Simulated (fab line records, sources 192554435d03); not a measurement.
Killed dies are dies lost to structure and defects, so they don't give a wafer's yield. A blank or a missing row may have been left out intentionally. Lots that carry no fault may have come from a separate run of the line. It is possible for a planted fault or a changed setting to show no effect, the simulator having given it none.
fab line records + flow n5-finfet
[record]
- lots = 4
- wafers = 12
- last-day = 18
route steps=1938 shown MOL_CONTACT_COAG@550 BEOL_M4@1111
lots with no fault: from the same line, run without faults
start-h: start of the lot's first displayed wafer, in hours after the record's first day + wait-h: hours from the lot's prior step to this one + " unchanged from the row above + L1.1+2: a single row standing in for several wafers + - either no value or no given start + * or withheld: withheld + < > ~ a bound
route shown NAME@n: names a module that has steps shown in the file, with the first one's number in the route + usual: mean/standard deviation taken from wafers without a fault + same: alike in all rows + chamber/n: place in a boat + sites: readings site by site + _std_site: how widely they spread, as a standard deviation + _edge_site: the outer-site mean with the inner-site mean subtracted + radius-mm: for every site, how far away it sits from the centre of the wafer + mask NAME#n: copy n + behind: the last tool/chamber to shape the wafer + hold: cause of the lot's hold/its duration in hours/its outcome + device: which transistor (n, p or np) failed to switch + end of line: at the end of the route, the tests of the same wafers + a step with no rows: only its recipe + killed: at the first sort, the dies lost to defects and structure; wafer yield is something else + map: a wafer's dies, x killed, . not, _ none there
set.NAME: the run value of the setting; set.NAME@STEP: its run value at that earlier step + model.NAME: the simulator's own value behind a step, which no gauge read
lots at some steps of the route; a table a step, a row a wafer
services: a tool's chamber out of use, with start hour (start-h, from the record's first day; less than 0 if before it), hours out, and reason
[[steps]]
[step N5_MOL_CONTACT_COAG_PRE_CLEAN_142]
[recipe]
- gas = H2/He
- time-s = 60
- temp-c = 300
[step N5_MOL_CONTACT_COAG_SPUTTER_130]
[recipe]
- material = Co
- target-thk-a = 475
- temp-c = 25
- chamber-pressure-pa = 0.5
- power-w = 3000
[step N5_MOL_CONTACT_COAG_PRECLEAN_125]
[recipe]
- chemistry = DIW
- time-s = 57.5
- temp-c = 23
[step N5_MOL_CONTACT_COAG_SRD_126]
[recipe]
- dry-time-s = 32
- dry = n2-spin
- spin-rpm = 1500
[step N5_MOL_CONTACT_COAG_CMP_23]
[recipe]
- stop-on = SiO2
- t-overpolish-s = 1.5
- post-cmp-clean = cu-alkaline
- down-force-psi = 2
- platen-rpm = 50.289
- pad-velocity-m-s = 1.0006
- target-thk-nm = 0
[step N5_MOL_CONTACT_COAG_WET_ETCH_26]
[recipe]
- target = Co
- target-depth-nm = 13
[step N5_MOL_CONTACT_COAG_WET_ETCH_116]
[recipe]
- chemistry = SC1-inhibited
- target-depth-nm = 4.6
- dry = ipa-marangoni
- rinse-time-s = 30
- rinse-temp-c = 23
[step N5_MOL_CONTACT_COAG_ALD_27]
[recipe]
- material = SiOC
- target-thk-a = 170
- temp-c = 400
- ald-precursor-family = carbosiloxane
- ald-co-reactant = H2-plasma
- pulse-time-s = 1.5
- time-s = 2720
- purge-time-s = 2
- co-reactant-purge-time-s = 2
- ald-cycles = 340
- pressure-torr = 2
[step N5_MOL_CONTACT_COAG_CMP_28]
[recipe]
- stop-on = SiNx
- t-overpolish-s = 0.85
- post-cmp-clean = alkaline-brush
- down-force-psi = 4.15
- platen-rpm = 51.8
- pad-velocity-m-s = 1.0307
- target-thk-nm = 14.522
[step N5_MOL_CONTACT_COAG_ALD_123]
[recipe]
- material = SiNx
- target-thk-a = 50
- temp-c = 400
- ald-precursor-family = SiH2I2
- ald-co-reactant = N2/H2-plasma
- pulse-time-s = 1
- purge-time-s = 2
- co-reactant-purge-time-s = 2
- ald-cycles = 100
- pressure-torr = 2
[usual]
- ald-cycles = 100/0
- chamber-pressure-Torr = 2.000/0.004
- heater-power-w = 779/73
- precursor-pulse-height-rel = 1.002/0.02
[same]
- purge-time-s = 2
| lot.wafer | tool       | chamber | start-h | wait-h | ald-cycles | chamber-pressure-Torr | heater-power-w | precursor-pulse-height-rel | since-wet-clean-h | model.SiNx_of_MOL_CONTACT_COAG_ALD_123.thk-nm |
|-----------|------------|---------|---------|--------|------------|-----------------------|----------------|----------------------------|-------------------|-----------------------------------------------|
| L988.1    | ald-sin-01 | 3       | 193.32  | 1.3    | 100        | 2.005                 | 921            | 0.991                      | 1                 | 5                                             |
| L988.3    | "          | 1       | "       | "      | 100        | 1.997                 | 848            | 0.982                      | 1                 | 5                                             |
| L988.6    | "          | 2       | "       | "      | 100        | 1.999                 | 909            | 0.992                      | -                 | 5                                             |
| L990.1    | ald-sin-02 | 1       | 203.88  | 0.4    | 100        | 2.000                 | 721            | 0.964                      | 105               | 5                                             |
| L990.2    | "          | 0       | "       | "      | 100        | 1.998                 | 773            | 0.989                      | 105               | 5                                             |
| L990.4    | "          | 3       | "       | "      | 100        | 2.000                 | 770            | 0.967                      | 105               | 5                                             |
| L992.1    | ald-sin-01 | 3       | 211.49  | 0.6    | 100        | 2.004                 | 912            | 1.009                      | 20                | 5                                             |
| L992.3    | "          | 1       | "       | "      | 53         | 1.992                 | 840            | 0.987                      | 20                | 2.6                                           |
| L992.5    | "          | 2       | "       | "      | 100        | 2.005                 | 895            | 1.009                      | -                 | 5                                             |
| L994.2    | ald-sin-01 | 3       | 226.34  | 0.0    | 100        | 1.998                 | 924            | 1.007                      | 34                | 5                                             |
| L994.4    | "          | 0       | "       | "      | 53         | 1.993                 | 718            | 1.032                      | 34                | 2.6                                           |
| L994.5    | "          | 0       | "       | "      | 100        | 1.994                 | 704            | 0.990                      | -                 | 5                                             |
[step N5_MOL_CONTACT_COAG_PECVD_31]
[recipe]
- material = SiO2
- target-thk-a = 460
- temp-c = 400
- precursor = TEOS/O2
- pressure-torr = 6.5
- rf-w = withheld
- teos-flow-sccm = withheld
- gas = O2
- flow-sccm = 2650
- time-s = 8.9
[step N5_MOL_CONTACT_COAG_COAT_75]
[recipe]
- resist = SOC
- temp-c = 250
- time-s = 60
- spin-rpm = 1500
- resist-thk-nm = 60
[step N5_MOL_CONTACT_COAG_COAT_76]
[recipe]
- resist = SiARC
- temp-c = 220
- time-s = 60
- spin-rpm = 1500
- resist-thk-nm = 10
[step N5_MOL_CONTACT_COAG_COAT_77]
[recipe]
- resist = underlayer
- temp-c = 205
- time-s = 60
- spin-rpm = 1500
- resist-thk-nm = 10
[step N5_MOL_CONTACT_COAG_COAT_78]
[recipe]
- resist = CAR-EUV
- spin-rpm = 1500
- resist-thk-nm = 40
[step N5_MOL_CONTACT_COAG_EBR_80]
[recipe]
- solvent = PGMEA
- ebr-width-mm = 1.5
[step N5_MOL_CONTACT_COAG_SOFTBAKE_79]
[recipe]
- temp-c = 110
- time-s = 60
- resist = CAR-EUV
[step N5_MOL_CONTACT_COAG_EXPOSE_81]
[recipe]
- mask-id = VG
- na = 0.33
- source-shape = annular
- sigma-inner = 0.3
- sigma-outer = 0.7
- polarization = unpolarized
- defocus-nm = 0
- dose-mj = 59.5
[step N5_MOL_CONTACT_COAG_PEB_82]
[recipe]
- peb-temp-c = 100
- peb-time-s = 60
- resist = CAR-EUV
[step N5_MOL_CONTACT_COAG_DEVELOP_83]
[recipe]
- develop-time-s = 30
- developer = TMAH
- resist = CAR-EUV
- rinse-liquid = surfactant-rinse
- dry = air-spin
- dev-temp-c = 23
[step N5_MOL_CONTACT_COAG_DESCUM_88]
[recipe]
- chemistry = O2
- time-s = 7
- source-power-w = 50
- bias-power-w = 20
- pressure-mtorr = 20
- rf-frequency-hz = 2.712e+07
- temp-c = 40
- resist = CAR-EUV
- o2-flow-sccm = 225
[step N5_MOL_CONTACT_COAG_ETCH_89]
[recipe]
- chemistry = N2/H2
- target = underlayer
- target-depth-a = 130
- mask-material = CAR-EUV
- time-s = 10.4
- ion-energy-ev = 200
- pressure-mtorr = 30
- source-w = 840
- bias-w = 150
- n2-flow-sccm = 200
- h2-flow-sccm = 200
- ends = cleared
[step N5_MOL_CONTACT_COAG_ETCH_90]
[recipe]
- chemistry = CF4
- target = SiARC
- target-depth-a = 130
- mask-material = CAR-EUV
- time-s = 21.7
- ion-energy-ev = 80
- pressure-mtorr = 40
- source-w = 545
- bias-w = 36
- Ar_flow_sccm = 100
- cf4-flow-sccm = 100
- ends = cleared
[step N5_MOL_CONTACT_COAG_ALD_131]
[recipe]
- material = SiO2
- target-thk-a = 50
- temp-c = 100
- ald-precursor-family = BDEAS
- ald-co-reactant = O2-plasma
- pulse-time-s = 1
- co-reactant-pulse-time-s = 1
- purge-time-s = 2
- co-reactant-purge-time-s = 2
- ald-cycles = 35
- pressure-torr = 2
[step N5_MOL_CONTACT_COAG_ETCHBACK_132]
[recipe]
- chemistry = CHF3
- target = SiO2
- target-depth-a = 100
- time-s = 6.7
- ion-energy-ev = 200
- pressure-mtorr = 30
- source-w = 610
- bias-w = 170
- Ar_flow_sccm = 200
- CHF3_flow_sccm = 50
[step N5_MOL_CONTACT_COAG_ETCH_91]
[recipe]
- chemistry = N2/H2
- target = SOC
- target-depth-a = 600
- overetch-a = 210
- mask-material = SiARC
- temp-c = 40
- time-s = 101.2
- ion-energy-ev = 200
- pressure-mtorr = 30
- source-w = 840
- bias-w = 150
- n2-flow-sccm = 200
- h2-flow-sccm = 200
[step N5_MOL_CONTACT_COAG_STRIP_92]
[recipe]
- chemistry = N2/H2
- temp-c = 40
- n2-flow-sccm = 200
- h2-flow-sccm = 200
- rf-frequency-hz = 6e+07
[step N5_MOL_CONTACT_COAG_STRIP_93]
[recipe]
- chemistry = N2/H2
- temp-c = 40
- n2-flow-sccm = 200
- h2-flow-sccm = 200
- rf-frequency-hz = 6e+07
[step N5_MOL_CONTACT_COAG_ETCHBACK_135]
[recipe]
- chemistry = CHF3
- target = SiO2
- target-depth-a = 250
- time-s = 16.7
- ion-energy-ev = 200
- pressure-mtorr = 30
- source-w = 610
- bias-w = 170
- Ar_flow_sccm = 200
- CHF3_flow_sccm = 50
[step N5_MOL_CONTACT_COAG_STRIP_118]
[recipe]
- chemistry = CHF3
- resist = SiARC
- rf-frequency-hz = 6e+07
[step N5_MOL_CONTACT_COAG_VIA_ETCH_46]
[recipe]
- chemistry = C4F6/O2
- target-depth-a = 460
- overetch-a = 92
- mask-material = SOC
- target = SiO2
- bias-w = 455
- pressure-mtorr = 10
- time-s = 40
- source-w = 325
- Ar_flow_sccm = 300
- C4F6_flow_sccm = 10
- O2_flow_sccm = 10
- ion-energy-ev = 575.3
- ends = end-point
[step N5_MOL_CONTACT_COAG_STRIP_96]
[recipe]
- chemistry = N2/H2
- power-w = 500
- temp-c = 40
- pressure-mtorr = 50
- rf-frequency-hz = 6e+07
- overash-fraction = 0.3
- bias-power-w = 28
- h2-frac = 0.5
- n2-flow-sccm = 300
- h2-flow-sccm = 300
[step N5_MOL_CONTACT_COAG_ETCH_47]
[recipe]
- chemistry = CH3F/O2
- target = SiNx
- target-depth-a = 270
- mask-material = SiO2
- stop-on = W
- over-etch-frac = 0.2
- ion-energy-ev = 120
- endpoint = OES-CN
- pressure-mtorr = 30
- source-w = 395
- bias-w = 73
- Ar_flow_sccm = 150
- CH3F_flow_sccm = 30
- O2_flow_sccm = 20
- ends = end-point
[step N5_MOL_CONTACT_COAG_STRIP_119]
[recipe]
- chemistry = N2/H2
- time-s = 30
- power-w = 1000
- temp-c = 250
- pressure-mtorr = withheld
- n2-flow-sccm = 1750
- h2-flow-sccm = 3250
[step N5_MOL_CONTACT_COAG_PRECLEAN_144]
[recipe]
- chemistry = alkaline-clean
- temp-c = 60
- time-s = 60
- do-ppb = 50
[step N5_MOL_CONTACT_COAG_SRD_145]
[recipe]
- dry = ipa-marangoni
- time-s = 30
- temp-c = 23
- rinse-liquid = diw
[step N5_MOL_CONTACT_COAG_ETCH_124]
[recipe]
- chemistry = CH3F/O2
- target = SiNx
- target-depth-a = 65
- mask-material = SOC
- stop-on = SiOC
- over-etch-frac = 0.3
- ion-energy-ev = 120
- pressure-mtorr = 30
- source-w = 395
- bias-w = 73
- Ar_flow_sccm = 150
- CH3F_flow_sccm = 30
- O2_flow_sccm = 20
- ends = end-point
[usual]
- drypump-motor-current-A = 5.8/0.47
- oes_f_703_au = 0.81/0.089
- oes-product-au = 0.70/0.074
- rf-vpp-V = 299/5.3
- showerhead-plenum-p-Torr = 2.01/0.065
- throttle-valve-pct = 16.21/0.23
| lot.wafer | tool        | chamber | start-h | wait-h | drypump-motor-current-A | oes_f_703_au | oes-product-au | rf-hours-counter-h | rf-vpp-V | showerhead-plenum-p-Torr | throttle-valve-pct | model.etch.depth-nm |
|-----------|-------------|---------|---------|--------|-------------------------|--------------|----------------|--------------------|----------|--------------------------|--------------------|---------------------|
| L988.1    | rie-diel-05 | 3       | 196.59  | 0.0    | 5.2                     | 0.87         | 0.76           | 38                 | 298      | 2.13                     | 16.18              | 5.034               |
| L988.3    | "           | 2       | "       | "      | 6.5                     | 0.70         | 0.59           | 246                | 293      | 2.06                     | 16.72              | 5.005               |
| L988.6    | "           | 1       | "       | "      | 5.6                     | 0.85         | 0.73           | -                  | 297      | 1.94                     | 16.24              | 5.01                |
| L990.1    | rie-diel-02 | 0       | 207.55  | 0.0    | 5.8                     | 0.72         | 0.62           | 201                | 306      | 1.90                     | 16.32              | 5.022               |
| L990.2    | "           | 1       | "       | "      | 5.2                     | 0.84         | 0.73           | 65                 | 297      | 2.02                     | 16.17              | 4.997               |
| L990.4    | "           | 2       | "       | "      | 6.2                     | 0.83         | 0.68           | 88                 | 288      | 2.09                     | 16.04              | 4.993               |
| L992.1    | rie-diel-02 | 2       | 214.32  | 0.0    | 6.2                     | 0.83         | 0.69           | 90                 | 289      | 2.09                     | 16.05              | 5.014               |
| L992.3    | "           | 1       | "       | "      | 5.2                     | 0.84         | 0.53           | 68                 | 297      | 2.02                     | 16.17              | 2.627               |
| L992.5    | "           | 2       | "       | "      | 6.2                     | 0.83         | 0.69           | -                  | 289      | 2.09                     | 16.05              | 5.008               |
| L994.2    | rie-diel-04 | 1       | 229.32  | 0.0    | 5.3                     | 0.84         | 0.73           | 56                 | 301      | 2.03                     | 16.13              | 5.033               |
| L994.4    | "           | 3       | "       | "      | 6.5                     | 0.69         | 0.45           | -                  | 299      | 2.05                     | 16.39              | 2.657               |
| L994.5    | "           | 0       | "       | "      | 5.3                     | 0.86         | 0.77           | -                  | 308      | 1.95                     | 15.70              | 4.977               |
[step N5_BEOL_M4_RC_MEAS_101]
[usual]
- DIBL_N = 36.2/1.6
- DIBL_P = 36.5/1.9
- IOFF_N = 0.158/0.027
- IOFF_P = 0.21/0.038
- ION_N = 675/12
- ION_P = 464/8.9
- SS_N = 71.5/0.61
- SS_P = 73.4/0.59
- VT_N = 250.4/3
- VT_P = -250/3.6
| lot.wafer | tool      | chamber | start-h | wait-h | DIBL_N[mV/V] | DIBL_P[mV/V] | IOFF_N[nA/um] | IOFF_P[nA/um] | ION_N[uA/um] | ION_P[uA/um] | SS_N[mV/dec] | SS_P[mV/dec] | VT_N[mV] | VT_P[mV] |
|-----------|-----------|---------|---------|--------|--------------|--------------|---------------|---------------|--------------|--------------|--------------|--------------|----------|----------|
| L988.1    | prober-02 | 0       | 275.09  | 0.0    | 36.0         | 36.8         | 0.154         | 0.21          | 678          | 461          | 71.9         | 73.5         | 251.5    | -251     |
| L988.3    | "         | 0       | "       | "      | 32.6         | 33.1         | 0.108         | 0.15          | 663          | 454          | 71.3         | 73.0         | 252.2    | -255     |
| L988.6    | "         | 0       | "       | "      | 35.5         | 35.9         | 0.148         | 0.19          | 669          | 459          | 72.0         | 73.0         | 248.8    | -251     |
| L992.1    | prober-01 | 0       | 276.71  | 0.0    | 34.3         | 37.1         | 0.136         | 0.19          | 670          | 464          | 72.5         | 73.1         | 254.0    | -254     |
| L992.3    | "         | 0       | "       | "      | 34.1         | 36.9         | 0.137         | 0.19          | 671          | 462          | 71.9         | 73.8         | 251.3    | -252     |
| L992.5    | "         | 0       | "       | "      | 36.8         | 39.9         | 0.192         | 0.25          | 683          | 470          | 72.1         | 73.9         | 249.9    | -249     |
| L990.1    | prober-01 | 0       | 279.61  | 0.0    | 36.4         | 37.3         | 0.157         | 0.20          | 678          | 461          | 72.5         | 73.5         | 250.1    | -253     |
| L990.2    | "         | 0       | "       | "      | 33.2         | 34.9         | 0.121         | 0.18          | 669          | 465          | 70.8         | 72.5         | 253.1    | -253     |
| L990.4    | "         | 0       | "       | "      | 35.4         | 35.7         | 0.145         | 0.20          | 665          | 453          | 71.5         | 73.4         | 251.5    | -254     |
| L994.2    | prober-02 | 0       | 302.73  | 0.2    | 36.4         | 36.0         | 0.164         | 0.18          | 670          | 446          | 71.3         | 72.3         | 248.3    | -250     |
| L994.4    | "         | 0       | "       | "      | 36.4         | 36.8         | 0.172         | 0.21          | 681          | 463          | 71.4         | 72.8         | 247.4    | -251     |
| L994.5    | "         | 0       | "       | "      | 35.2         | 35.0         | 0.146         | 0.17          | 661          | 454          | 71.2         | 72.1         | 250.7    | -253     |
[[services]]
| tool        | chamber | start-h | hours | kind                          |
|-------------|---------|---------|-------|-------------------------------|
| ald-sin-01  | -       | 178.05  | 14.0  | pm                            |
| ald-sin-01  | 0       | 178.05  | 14.0  | vent-cycle                    |
| ald-sin-01  | 1       | 178.05  | 14.0  | vent-cycle                    |
| ald-sin-01  | 2       | 178.05  | 14.0  | vent-cycle                    |
| ald-sin-01  | 3       | 178.05  | 14.0  | vent-cycle                    |
| ald-sin-01  | 0       | 192.05  | -     | clean                         |
| ald-sin-01  | 1       | 192.05  | -     | clean                         |
| ald-sin-01  | 2       | 192.05  | -     | clean                         |
| ald-sin-01  | 3       | 192.05  | -     | clean                         |
| rie-diel-05 | 2       | 206.62  | -     | clean                         |
| rie-diel-05 | 2       | 206.62  | -     | consumable-replace:focus-ring |
| rie-diel-05 | 2       | 206.62  | 23.4  | scheduled-down                |
| rie-diel-05 | 2       | 206.62  | 23.4  | vent-cycle                    |
| rie-diel-04 | 0       | 212.51  | 4.9   | repair                        |
| rie-diel-04 | 2       | 214.43  | 1.4   | repair                        |
| rie-diel-04 | 2       | 217.64  | -     | clean                         |
| rie-diel-04 | 2       | 217.64  | -     | consumable-replace:focus-ring |
| rie-diel-04 | 2       | 217.64  | 18.5  | scheduled-down                |
| rie-diel-04 | 2       | 217.64  | 18.5  | vent-cycle                    |
| ald-sin-01  | 2       | 226.88  | 7.2   | repair                        |
[[key]]
[first-sign]
- step = N5_MOL_CONTACT_COAG_ALD_123
- reading = ald-cycles
- direction = down
- sigmas = 99+
- usual = *
- struck = *
[effect]
- step = N5_MOL_CONTACT_COAG_ETCH_124
- reading = oes-product-au
- direction = down
- sigmas = 2.8
- usual = 0.70
- struck = 0.49
[model-effect]
- step = N5_MOL_CONTACT_COAG_ALD_123
- value = SiNx_of_MOL_CONTACT_COAG_ALD_123.thk-nm
- without = 5
- struck = 2.6
[model-effect]
- step = N5_MOL_CONTACT_COAG_ETCH_124
- value = etch.depth-nm
- without = 4.992
- struck = 2.642
met-at N5_MOL_CONTACT_COAG_ALD_123
struck-wafers L992.3,L994.4
onset-between 193.32 211.49
[fault]
- kind = process-parameter-drift
- tool = ald-sin-01
- chamber = -
- onset-h = 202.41
- steps = N5_MOL_CONTACT_COAG_ALD_123
- channel = ald-cycles
- offset = *
- shape = step
- end-h = 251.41
- scope = struck-wafers-only
- acts-in = *
- stated = *
